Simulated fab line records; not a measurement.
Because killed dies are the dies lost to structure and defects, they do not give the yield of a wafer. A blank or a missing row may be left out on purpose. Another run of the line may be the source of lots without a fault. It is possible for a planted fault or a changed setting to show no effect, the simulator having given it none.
Which of the tools did it? ; flow n5_finfet ; Sampling: 15 lots, 45 wafers, 2 of 1938 route steps

## WHAT THE GAUGES SHOWED, per wafer
N5_BEOL_M9_INSPECT_58: inspects for defects (darkfield). Usual: 75 for raw_defect_count, sd 22.
lot;measured;on;raw_defect_count;flag
L558;day 11 06:52;defect_inspect-01;74 70 77;
L560;day 11 07:08;defect_inspect-01;56 55 66;
L561;day 12 00:57;defect_inspect-02;126 73 105;
L564;day 12 01:54;defect_inspect-02;49 28 49;
L557;day 12 03:20;defect_inspect-02;110 74 90;
L566;day 12 19:59;defect_inspect-02;66 54 101;
L567;day 12 20:17;defect_inspect-01;63 62 32;
L568;day 12 20:31;defect_inspect-01;75 104 87;
L573;day 15 02:47;defect_inspect-01;67 61 89;
L575;day 15 03:04;defect_inspect-01;70 62 61;
L576;day 15 23:38;defect_inspect-02;118 102 105;
L577;day 16 08:02;defect_inspect-02;97 85 85;
L578;day 16 08:51;defect_inspect-02;68 86 112;
L579;day 16 17:03;defect_inspect-01;64 52 73;
L580;day 16 18:04;defect_inspect-01;106 132 104;

## WHICH TOOL RAN EACH LOT (tool, then ch and the chambers of the sampled wafers, then the start)
lot;N5_BEOL_M9_SPUTTER_48
L558;pvd_sputter-02, day 11 05:51
L560;pvd_sputter-03, day 11 05:55
L561;pvd_sputter-01, day 11 23:44
L564;pvd_sputter-02, day 12 00:55
L557;pvd_sputter-01, day 12 02:11
L566;pvd_sputter-03, day 12 18:19
L567;pvd_sputter-01, day 12 18:20
L568;pvd_sputter-01, day 12 18:35
L573;pvd_sputter-03, day 15 01:15
L575;pvd_sputter-03, day 15 01:26
L576;pvd_sputter-01, day 15 21:44
L577;pvd_sputter-02, day 16 06:50
L578;pvd_sputter-01, day 16 07:12
L579;pvd_sputter-03, day 16 15:59
L580;pvd_sputter-02, day 16 16:20
- N5_BEOL_M9_SPUTTER_48: material Cu, target thk 12 nm, time 2 s.

## WHAT THE TOOLS THEMSELVES READ (means of the sampled wafers that have a number; where no wafer has one, the mark that the record gives instead)
N5_BEOL_M9_SPUTTER_48. Usual: bias_v 60.0 V, standard deviation 0.62; throttle_valve_pct 29.8 %, standard deviation 0.99.
lot;tool;bias_v (V);throttle_valve_pct (%);flag
L558;pvd_sputter-02;59.9;28.5;
L560;pvd_sputter-03;59.3;29.0;
L561;pvd_sputter-01;60.1;30.7;
L564;pvd_sputter-02;59.9;29.3;
L557;pvd_sputter-01;60.7;30.7;
L566;pvd_sputter-03;59.8;29.6;
L567;pvd_sputter-01;59.8;31.2;
L568;pvd_sputter-01;60.2;31.4;
L573;pvd_sputter-03;59.0;30.2;
L575;pvd_sputter-03;59.9;29.7;
L576;pvd_sputter-01;60.4;31.1;
L577;pvd_sputter-02;60.3;29.0;
L578;pvd_sputter-01;59.7;30.6;
L579;pvd_sputter-03;60.1;29.6;
L580;pvd_sputter-02;59.9;28.9;

## THE ANSWER, worked out from the rows above alone
Rule: lot off if the mean of its wafers having a number is beyond 3 standard deviations from the usual mean. Also off: a lot with no number at a reading for which 4 or more lots have one. The other lots that the step has rows for count as sound. The gauges are gone through in route order, then the tools' own readings, and for those a lot's mean is taken as printed above. At the first step where some lot is off, the reading lying furthest off is the one used; lots without a number count as furthest.
Nothing can be told from this: no lot is off at any reading shown.

## WHAT THE SIMULATOR PUT IN
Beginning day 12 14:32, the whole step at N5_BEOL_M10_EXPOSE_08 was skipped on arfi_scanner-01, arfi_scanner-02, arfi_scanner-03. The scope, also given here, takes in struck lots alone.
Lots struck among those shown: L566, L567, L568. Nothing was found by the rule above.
